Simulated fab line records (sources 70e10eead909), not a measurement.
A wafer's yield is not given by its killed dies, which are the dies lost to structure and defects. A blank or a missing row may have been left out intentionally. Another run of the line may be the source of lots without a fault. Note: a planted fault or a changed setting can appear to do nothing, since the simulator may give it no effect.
Matching of chambers    flow nandHarc    3 sister chambers for NHARC_A_STAIRCASE_DEP_301 on pecvd-01
The step deposits SiON, target thk 30 nm. 6 wafers are shown with their chamber, then 9 later ones without.

## WAFERS, EACH WITH ITS CHAMBER
wafer   chamber  heaterPowerW (W)  chamberPressureTorr (Torr)
L087.1  1        827               3.504
L087.5  2        585               3.508
L087.6  0        664               3.479
L088.4  1        785               3.509
L088.5  0        715               3.501
L088.6  2        598               3.482

## WAFERS WHOSE CHAMBER IS MISSING
wafer   heaterPowerW (W)  chamberPressureTorr (Torr)
L091.2  740               3.495
L091.3  786               3.507
L091.6  728               3.491
L095.1  646               3.510
L095.4  805               3.497
L095.5  692               3.513
L097.2  675               3.507
L097.4  683               3.519
L097.5  743               3.510

## WHICH CHAMBER EACH WENT THROUGH
wafer   from the rows above      in truth
L091.2  can't be placed: 0 or 1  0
L091.3  1                        1
L091.6  can't be placed: 0 or 1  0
L095.1  can't be placed: 0 or 2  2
L095.4  1                        1
L095.5  0                        0
L097.2  can't be placed: 0 or 2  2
L097.4  can't be placed: 0 or 2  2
L097.5  can't be placed: 1 or 0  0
Correct placement for 3 of the 9. Can't be placed from these rows: 6 (the true chamber is among the candidates in 6). Wrongly placed: 0.
How it was worked out, from the rows above alone: a wafer's distance from a chamber is the root of the sum, over the readings, of the square of ((its reading less the chamber's mean) divided by the reading's scatter). If the next closest chamber is less than 2 further off than the closest, the wafer can't be placed; otherwise it belongs to the closest. The mean given for a chamber averages the wafers shown for that chamber. The scatter: the root of (the sum of the squares of (reading less its chamber's mean) over the shown wafers, divided by (wafers less chambers)).
